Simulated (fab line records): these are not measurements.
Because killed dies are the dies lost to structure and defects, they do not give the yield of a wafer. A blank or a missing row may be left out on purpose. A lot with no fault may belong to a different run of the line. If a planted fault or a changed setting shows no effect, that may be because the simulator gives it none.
A struck lot beside a sound one	flow nand-harc	15 out of 1302 route steps
Sound: these wafers, L457.2, L457.4, L457.6. The struck wafers were L462.2, L462.6. At the end, the cause is stated.
Each step with rows lists, per side, the tool, then ch with its chambers, then its first start. Under that, the readings that differ: sound wafers	struck wafers	difference of the means	sigmas: that difference in standard deviations of wafers without a fault.
alike: a reading whose means differ by less than 2 such deviations, as well as words and numbers matching on both sides. not compared: withheld readings; readings where some wafer has no value; bounds like >300 that might hide an equal value; numbers whose values overlap and for which the record gives no deviation.
The two part at a step that has a row with sigmas, a row that says differs or no value, or rows on one side only. Numbers that don't overlap but have no deviation are shown without sigmas and don't part them. A reading missing from all wafers of one side parts the sides only when that side holds two or more wafers.

first, 4 steps without rows for these wafers: NHARC_P_GATE_EBR_22; NHARC_P_GATE_EXPOSE_23 (exposes mask P GATE, target cd 120 nm); NHARC_P_GATE_PEB_24 (peb time 65 s); NHARC_P_GATE_DEVELOP_25 (develop time 35 s).
NHARC_P_GATE_CD_MEAS_26: the cd target is 120 nm.
  sound on cd-sem-03 ch 0, day 8 00:49; struck on cd-sem-02 ch 0, day 10 02:41
  alike: cd-nm
NHARC_P_GATE_OVL_MEAS_27:
  sound: overlay-02 at day 8 00:53; struck: overlay-02 at day 10 02:47
  alike: overlay-x-nm, overlay-y-nm
NHARC_P_GATE_INSPECT_28:
  sound: defect-inspect-02 at day 8 00:56; struck: defect-inspect-02 at day 10 02:49
  alike: raw-defect-count
NHARC_P_GATE_DESCUM_31: chemistry O2, time 3 s.
  sound on rie-diel-01 ch 0,1,2, day 8 01:01; struck on rie-diel-01 ch 0,2, day 10 02:54
  alike: chamber-pressure-mTorr, drypump-motor-current-A, oes-product-au, rf-vpp-V, showerhead-plenum-p-Torr, throttle-valve-pct
  not compared: rf-hours-counter-h
NHARC_P_GATE_ETCH_104: etches the open film in CF4/CHF3, target depth 60 nm.
  sound on rie-diel-01 ch 0,1,3, day 8 01:05; struck on rie-diel-01 ch 2,3, day 10 02:58
reading	sound	struck	difference	sigmas
oes-product-au (a.u.)	0.936 0.928 0.928	0.971 0.993	+0.051	+2
  alike: cf4-flow-sccm, chamber-pressure-mTorr, drypump-motor-current-A, rf-vpp-V, showerhead-plenum-p-Torr, throttle-valve-pct
NHARC_P_GATE_HM_OPEN_105: chemistry O2/COS, target depth 360 nm.
  sound on rie-diel-01 ch 0,2,3; struck on rie-diel-01 ch 2,3
  alike: chamber-pressure-mTorr, drypump-motor-current-A, oes-product-au, rf-vpp-V, showerhead-plenum-p-Torr, throttle-valve-pct
  not compared: rf-hours-counter-h
then, 1 step without rows for these wafers: NHARC_P_GATE_STRIP_106 (strips in O2/COS).
NHARC_P_GATE_ETCH_114: etches the open film in CF4/O2, target depth 30 nm, overetch 3 nm, time 16.5 s.
  sound on rie-diel-01 ch 1,3; struck on rie-diel-01 ch 2
  alike: cf4-flow-sccm, chamber-pressure-mTorr, drypump-motor-current-A, oes_ar_750_au, oes-product-au, rf-vpp-V, showerhead-plenum-p-Torr, throttle-valve-pct
  not compared: rf-hours-counter-h
NHARC_P_GATE_ETCH_32: etches the open film in HBr/Cl2, target depth 150 nm, time 100.1 s.
  sound on rie-si-06 ch 0,3, day 8 01:27; struck on rie-si-06 ch 0, day 10 03:20
reading	sound	struck	difference	sigmas
mfc-cl2-sccm (sccm)	49.77 49.80 49.99	59.83 59.76	+9.94	+66
throttle-valve-pct (%)	26.399 26.411 26.401	26.995 27.008	+0.598	+65
  alike: chamber-pressure-mTorr, drypump-motor-current-A, he-backside-leak-sccm, oes-product-au
  not compared: rf-hours-counter-h
NHARC_P_GATE_STRIP_108: strips in O2.
  sound on rie-diel-02 ch 0,2,3, day 8 01:39; struck on rie-diel-07 ch 1,3, day 10 03:33
  alike: chamber-pressure-mTorr, drypump-motor-current-A, oes-product-au, rf-vpp-V, showerhead-plenum-p-Torr, throttle-valve-pct
  not compared: rf-hours-counter-h
-- jump in the record: it breaks off in module P_GATE and resumes in module END (first step shown: number 1302 of the route), and 20 days separate the struck wafers' starts before and after --
NHARC_END_SORT_01:
  sound on prober-02 ch 0, day 27 12:34; struck on prober-01 ch 0, day 29 22:40
  alike: killed-at-array, killed-at-other, killed-at-periphery, killed-dies, killed-open, killed-short

WHERE THEY PART
Earliest at NHARC_P_GATE_ETCH_104; latest, in this record, at NHARC_P_GATE_ETCH_32. Later steps at which nothing parts them and some readings are alike: NHARC_P_GATE_STRIP_108, NHARC_END_SORT_01.

WHY: what had been put in by the simulator
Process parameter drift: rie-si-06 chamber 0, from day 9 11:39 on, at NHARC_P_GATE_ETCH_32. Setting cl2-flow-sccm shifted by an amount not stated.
